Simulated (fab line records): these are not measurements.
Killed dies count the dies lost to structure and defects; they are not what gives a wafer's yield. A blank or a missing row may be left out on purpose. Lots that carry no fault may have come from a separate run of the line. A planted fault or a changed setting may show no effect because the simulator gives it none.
fab line records -- flow nandHarc
[record] lots = 12, wafers = 36, lastDay = 25
route steps=1159 shown A_M1@1047 A_BONDPAD@1069
lots that met no fault: from a run of the same line without faults
startH: hours from the record's opening day to when the first of the lot's shown wafers began -- waitH: hours since the lot's step before -- " the same as in the row above -- L1.1+2: a single row standing in for several wafers -- - no value, or no start given -- * or withheld: withheld -- < > ~ a bound
route shown NAME@n: NAME is a module with steps in the file, n the number in the route of the first one -- usual: average and standard deviation across the fault-free wafers -- same: alike in all rows -- chamber/n: place in a boat -- sites: readings site by site -- _std_site: standard deviation across them -- _edge_site: inner sites' mean taken away from outer sites' mean -- radiusMm: how far each site lies from the wafer's centre -- mask NAME#n: copy n -- behind: the last tool/chamber to shape the wafer -- hold: the reason the lot was held/the length of the hold in hours/how it ended -- device: transistor that didn't switch, given as n, p or np -- end of line: the route-end tests of the same wafers -- where a step has no rows: the recipe by itself -- killed: not the wafer's yield, but the dies lost to structure and defects at the first sort -- map: shows each die of a wafer: x if killed, . if not, _ if none is there
set.NAME: the setting that was run; set.NAME@STEP: the one run at that earlier step -- model.NAME: the simulator's own value behind a step, which no gauge read
the route's steps for a sample of lots (tables are steps, rows are wafers)
services: the hour from which a tool's chamber was out of use, counted from the record's first day as startH (under 0 if before that day), plus the number of hours and why
[[steps]]
[step NHARC_A_M1_PRE_CLEAN_30]
[recipe] timeS = 30, tempC = 280, gas = H2/He
[usual] heaterPowerW = 404/53
lot.wafer,tool,chamber,startH,waitH,heaterPowerW
L747.4,pvdSputter-03,-,-,-,361
L747.3,pvdSputter-03,-,-,-,439
L747.5,pvdSputter-03,-,-,-,410
L750.1,pvdSputter-02,-,-,-,418
L750.2,pvdSputter-02,-,-,-,395
L750.6,pvdSputter-02,-,-,-,337
L748.1,pvdSputter-03,-,-,-,441
L748.4,pvdSputter-03,-,-,-,407
L748.5,pvdSputter-03,-,-,-,444
L749.2,pvdSputter-02,-,-,-,389
L749.4,pvdSputter-02,-,-,-,498
L749.6,pvdSputter-02,-,-,-,336
L752.1,pvdSputter-01,-,-,-,436
L752.2,pvdSputter-01,-,-,-,471
L752.5,pvdSputter-01,-,-,-,473
L751.4,pvdSputter-03,-,-,-,403
L751.3,pvdSputter-03,-,-,-,448
L751.6,pvdSputter-03,-,-,-,367
L761.4,pvdSputter-01,-,-,-,291
L761.2,pvdSputter-01,-,-,-,408
L761.5,pvdSputter-01,-,-,-,296
L759.2,pvdSputter-01,-,-,-,408
L759.1,pvdSputter-01,-,-,-,468
L759.4,pvdSputter-01,-,-,-,298
L762.1,pvdSputter-01,-,-,-,430
L762.4,pvdSputter-01,-,-,-,465
L762.3,pvdSputter-01,-,-,-,295
L763.3,pvdSputter-01,-,-,-,300
L763.1,pvdSputter-01,-,-,-,426
L763.6,pvdSputter-01,-,-,-,290
L767.3,pvdSputter-02,-,-,-,419
L767.2,pvdSputter-02,-,-,-,344
L767.4,pvdSputter-02,-,-,-,390
L769.1,pvdSputter-03,-,-,-,362
L769.3,pvdSputter-03,-,-,-,414
L769.5,pvdSputter-03,-,-,-,352
[step NHARC_A_M1_PVD_20]
[recipe] targetThkA = 50, biasV = 168.6, powerW = 15000, chamberPressurePa = 0.12, timeS = 8.06, substrateTempC = 50, material = TaN
[usual] throttleValvePct = 30.2/1.2
lot.wafer,tool,chamber,startH,waitH,throttleValvePct
L747.4,pvdSputter-03,-,-,-,26.8
L747.3,pvdSputter-03,-,-,-,29.8
L747.5,pvdSputter-03,-,-,-,26.7
L750.2,pvdSputter-02,-,-,-,29.6
L750.1,pvdSputter-02,-,-,-,29.5
L750.6,pvdSputter-02,-,-,-,29.8
L748.1,pvdSputter-03,-,-,-,31.3
L748.4,pvdSputter-03,-,-,-,30.2
L748.5,pvdSputter-03,-,-,-,26.6
L749.2,pvdSputter-02,-,-,-,29.4
L749.4,pvdSputter-02,-,-,-,31.0
L749.6,pvdSputter-02,-,-,-,29.8
L752.1,pvdSputter-01,-,-,-,31.2
L752.2,pvdSputter-01,-,-,-,30.0
L752.5,pvdSputter-01,-,-,-,31.3
L751.4,pvdSputter-03,-,-,-,30.0
L751.3,pvdSputter-03,-,-,-,30.2
L751.6,pvdSputter-03,-,-,-,26.7
L761.2,pvdSputter-01,-,-,-,30.5
L761.4,pvdSputter-01,-,-,-,31.5
L761.5,pvdSputter-01,-,-,-,31.1
L759.2,pvdSputter-01,-,-,-,30.7
L759.4,pvdSputter-01,-,-,-,29.9
L759.1,pvdSputter-01,-,-,-,30.8
L762.4,pvdSputter-01,-,-,-,30.7
L762.3,pvdSputter-01,-,-,-,30.6
L762.1,pvdSputter-01,-,-,-,31.2
L763.3,pvdSputter-01,-,-,-,30.5
L763.1,pvdSputter-01,-,-,-,30.7
L763.6,pvdSputter-01,-,-,-,30.8
L767.4,pvdSputter-02,-,-,-,31.2
L767.2,pvdSputter-02,-,-,-,29.2
L767.3,pvdSputter-02,-,-,-,30.2
L769.3,pvdSputter-03,-,-,-,29.4
L769.1,pvdSputter-03,-,-,-,30.5
L769.5,pvdSputter-03,-,-,-,30.4
[step NHARC_A_M1_INSPECT_27]
[usual] rawDefectCount = 451/110
lot.wafer,tool,chamber,startH,waitH,rawDefectCount
L747.3,defectInspect-01,-,402.10,0.0,724
L747.4,defectInspect-01,-,402.10,0.0,537
L747.5,defectInspect-01,-,402.10,0.0,376
L750.1,defectInspect-01,-,415.90,0.0,630
L750.2,defectInspect-01,-,415.90,0.0,522
L750.6,defectInspect-01,-,415.90,0.0,526
L748.1,defectInspect-01,-,416.22,0.0,464
L748.4,defectInspect-01,-,416.22,0.0,366
L748.5,defectInspect-01,-,416.22,0.0,370
L749.2,defectInspect-02,-,416.84,0.0,377
L749.4,defectInspect-02,-,416.84,0.0,510
L749.6,defectInspect-02,-,416.84,0.0,480
L752.1,defectInspect-02,-,421.38,0.0,531
L752.2,defectInspect-02,-,421.38,0.0,635
L752.5,defectInspect-02,-,421.38,0.0,451
L751.3,defectInspect-01,-,444.31,0.0,294
L751.4,defectInspect-01,-,444.31,0.0,474
L751.6,defectInspect-01,-,444.31,0.0,280
L761.2,defectInspect-02,-,472.55,0.0,299
L761.4,defectInspect-02,-,472.55,0.0,379
L761.5,defectInspect-02,-,472.55,0.0,324
L759.1,defectInspect-01,-,482.15,0.0,541
L759.2,defectInspect-01,-,482.15,0.0,655
L759.4,defectInspect-01,-,482.15,0.0,381
L762.1,defectInspect-02,-,495.75,0.0,333
L762.3,defectInspect-02,-,495.75,0.0,285
L762.4,defectInspect-02,-,495.75,0.0,343
L763.1,defectInspect-01,-,496.89,0.0,424
L763.3,defectInspect-01,-,496.89,0.0,517
L763.6,defectInspect-01,-,496.89,0.0,596
L767.2,defectInspect-01,-,512.19,0.0,514
L767.3,defectInspect-01,-,512.19,0.0,549
L767.4,defectInspect-01,-,512.19,0.0,455
L769.1,defectInspect-02,-,548.53,0.0,675
L769.3,defectInspect-02,-,548.53,0.0,473
L769.5,defectInspect-02,-,548.53,0.0,485
[step NHARC_A_BONDPAD_EXPOSE_06]
[recipe] na = 0.55, doseMj = 36.99, maskId = A_BPAD
[usual] exposureDoseMJCm2 = 36.96/0.041
lot.wafer,tool,chamber,startH,waitH,mask,exposureDoseMJCm2
L747.3,krfScanner-04,0,403.88,-,A_BPAD#0,37.01
L747.4,krfScanner-04,0,403.88,-,A_BPAD#0,36.98
L747.5,krfScanner-04,0,403.88,-,A_BPAD#0,37.04
L750.1,krfScanner-02,0,417.72,-,A_BPAD#0,37.02
L750.2,krfScanner-02,0,417.72,-,A_BPAD#0,36.92
L750.6,krfScanner-02,0,417.72,-,A_BPAD#0,37.02
L748.1,krfScanner-04,0,418.02,-,A_BPAD#0,36.97
L748.4,krfScanner-04,0,418.02,-,A_BPAD#0,36.93
L748.5,krfScanner-04,0,418.02,-,A_BPAD#0,36.94
L749.2,krfScanner-02,0,418.67,-,A_BPAD#0,36.99
L749.4,krfScanner-02,0,418.67,-,A_BPAD#0,36.94
L749.6,krfScanner-02,0,418.67,-,A_BPAD#0,37.02
L752.1,krfScanner-02,0,423.10,-,A_BPAD#0,40.45
L752.2,krfScanner-02,0,423.10,-,A_BPAD#0,40.51
L752.5,krfScanner-02,0,423.10,-,A_BPAD#0,40.47
L751.3,krfScanner-02,0,446.40,-,A_BPAD#0,39.68
L751.4,krfScanner-02,0,446.40,-,A_BPAD#0,39.73
L751.6,krfScanner-02,0,446.40,-,A_BPAD#0,39.72
L761.2,krfScanner-04,0,474.35,-,A_BPAD#0,36.94
L761.4,krfScanner-04,0,474.35,-,A_BPAD#0,36.92
L761.5,krfScanner-04,0,474.35,-,A_BPAD#0,36.92
L759.1,krfScanner-01,0,483.93,-,A_BPAD#0,37.01
L759.2,krfScanner-01,0,483.93,-,A_BPAD#0,37.01
L759.4,krfScanner-01,0,483.93,-,A_BPAD#0,37.00
L762.1,krfScanner-04,0,497.67,-,A_BPAD#0,37.00
L762.3,krfScanner-04,0,497.67,-,A_BPAD#0,36.93
L762.4,krfScanner-04,0,497.67,-,A_BPAD#0,37.01
L763.1,krfScanner-01,0,498.67,-,A_BPAD#0,36.95
L763.3,krfScanner-01,0,498.67,-,A_BPAD#0,36.94
L763.6,krfScanner-01,0,498.67,-,A_BPAD#0,36.94
L767.2,krfScanner-04,0,513.97,-,A_BPAD#0,36.93
L767.3,krfScanner-04,0,513.97,-,A_BPAD#0,36.90
L767.4,krfScanner-04,0,513.97,-,A_BPAD#0,36.93
L769.1,krfScanner-01,0,550.35,-,A_BPAD#0,37.02
L769.3,krfScanner-01,0,550.35,-,A_BPAD#0,36.98
L769.5,krfScanner-01,0,550.35,-,A_BPAD#0,36.94
[[services]]
tool,chamber,startH,hours,kind
krfScanner-02,-,382.29,4.0,pm
pvdSputter-02,-,395.91,10.0,pm
krfScanner-01,0,396.88,-,calibration
krfScanner-02,0,398.50,-,calibration
krfScanner-01,-,428.00,4.0,pm
pvdSputter-03,-,435.41,0.5,repair
krfScanner-02,-,441.43,0.6,repair
pvdSputter-03,-,458.04,10.0,pm
krfScanner-04,-,459.68,0.4,repair
pvdSputter-01,-,464.33,4.0,repair
krfScanner-04,-,470.00,4.0,pm
krfScanner-04,0,491.57,-,calibration
pvdSputter-03,-,495.71,0.8,repair
krfScanner-01,-,499.08,0.7,repair
pvdSputter-01,-,519.53,10.0,pm
pvdSputter-02,-,547.95,1.1,repair
[[key]]
[firstSign] step = NHARC_A_BONDPAD_EXPOSE_06, reading = exposureDoseMJCm2, direction = up, sigmas = 77, usual = 36.96, struck = 40.09
effect none on later readings
metAt NHARC_A_BONDPAD_EXPOSE_06
struckLots L751,L752
[loopTrim] step = NHARC_A_BONDPAD_EXPOSE_06, setting = dose, lots = L751
notActingAt NHARC_A_M1_PRE_CLEAN_30,NHARC_A_M1_PVD_20,NHARC_A_M1_INSPECT_27
onsetBetween 418.67 423.10
[fault] kind = processParameterDrift, tool = krfScanner-02, chamber = -, onsetH = 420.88, steps = NHARC_A_BONDPAD_EXPOSE_06, channel = doseMj, offset = 3.4958, shape = step, actsIn = theseRecipesOnly, stated = 36.99
// loopTrim: a control loop set the setting to another value than it would have without faults
